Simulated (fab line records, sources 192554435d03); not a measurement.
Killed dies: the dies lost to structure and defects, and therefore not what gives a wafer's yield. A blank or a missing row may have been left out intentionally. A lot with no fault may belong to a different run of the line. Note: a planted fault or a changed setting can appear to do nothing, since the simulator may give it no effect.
A struck lot beside a sound one / flow n5 finfet / 15 out of 1938 route steps
Sound: the wafers L731.2, L731.3, L731.5. Struck: wafer L722.2 (L722.3, L722.5, from the same lot, were not struck and are left out); the cause is given at the end.
Per side, at each step with rows, come the tool, then ch with its chambers, and then its first start. Under that, the readings that differ: sound wafers / struck wafers / difference of the means / sigmas: that difference in standard deviations of wafers without a fault.
alike: readings whose means differ by less than 2 such deviations, and words and numbers that are the same on both sides. not compared: withheld readings, readings that some wafer has no value for, bounds like >300 that may hide the same value, and numbers for which the record gives no deviation and whose values overlap.
A row with sigmas, a row that says differs or no value, or rows on one side alone: a step with any of these is where the two part. Numbers that have no deviation but don't overlap get no sigmas and don't part them. A reading that every wafer of one side lacks parts them only if that side has two wafers or more.

N5_BEOL_M10_CURE_72: cures SiCOH lowk, time 120 s.
  sound on uv cure-01 ch 0, day 16 01:31; struck on uv cure-02 ch 1, day 12 04:06
  alike: lamp power pct, wafer_temp_C_max
N5_BEOL_M10_DEGAS_44: time 60 s.
  sound: pvd sputter-02 at day 16 01:53; struck: pvd sputter-03 at day 12 04:40
reading=heater power w (W); sound=382 409 371; struck=307; difference=-80; sigmas=-2
N5_BEOL_M10_PRE_CLEAN_45: time 30 s.
  sound: pvd sputter-02 at day 16 01:55; struck: pvd sputter-03 at day 12 04:42
  alike: heater power w
N5_BEOL_M10_ALD_74: deposits TaN, target thk 2 nm, pulse time 2 s, purge time 3 s.
  sound on ald metal-02 ch 0,2, day 16 02:00; struck on ald metal-02 ch 3, day 12 04:46
  alike: heater power w
  not compared: since wet clean h
N5_BEOL_M10_SURFACE_TREAT_76:
  sound: pvd sputter-02 at day 16 02:19; struck: pvd sputter-01 at day 12 05:03
  not compared: throttle valve pct
then, 5 steps without rows for these wafers: N5_BEOL_M10_CVD_75 (deposits Co from CCTBA/H2, target thk 2 nm, time 138.9 s); N5_BEOL_M10_SPUTTER_48 (material Cu, target thk 12 nm, time 2 s); N5_BEOL_M10_ECD_50 (material Cu, target thk 318 nm); N5_BEOL_M10_ANNEAL_51 (time 90 s); N5_BEOL_M10_CMP_52 (polishes, stops on SiCOH lowk, t overpolish 7 s, target thk 140 nm).
N5_BEOL_M10_THK_MEAS_53: measures by xrf.
  sound: film metro-01 at day 16 03:39; struck: film metro-01 at day 12 06:40
  alike: M10_THK
then, 1 step without rows for these wafers: N5_BEOL_M10_PRE_CLEAN_55 (time 15 s).
N5_BEOL_M10_DEP_56: deposits SiCN from 3MS/NH3, target thk 15 nm, time 26.5 s.
  sound on pecvd-02 ch 0,1,2, day 16 03:43; struck on pecvd-02 ch 1, day 12 06:44
reading=model.SiCN_of_BEOL_M10_DEP_56.thk nm (nm); sound=15 14.8 15.2; struck=15.6; difference=+0.6; sigmas=
  alike: showerhead plenum p Torr, throttle valve pct
  not compared: since wet clean h
N5_BEOL_M10_RS_MEAS_57: measurement is done with a four-point probe.
  sound: film metro-01 at day 16 03:47; struck: film metro-02 at day 12 06:49
  alike: M10_RS
next, for these wafers, 1 step has no rows: N5_PASSIVATION_PROBE_49.

## WHERE THEY PART
Only at N5_BEOL_M10_DEGAS_44, within this record. Later steps at which nothing parts them and some readings are alike: N5_BEOL_M10_PRE_CLEAN_45, N5_BEOL_M10_ALD_74, N5_BEOL_M10_THK_MEAS_53, N5_BEOL_M10_DEP_56, N5_BEOL_M10_RS_MEAS_57.

WHY: whatever the simulator had introduced
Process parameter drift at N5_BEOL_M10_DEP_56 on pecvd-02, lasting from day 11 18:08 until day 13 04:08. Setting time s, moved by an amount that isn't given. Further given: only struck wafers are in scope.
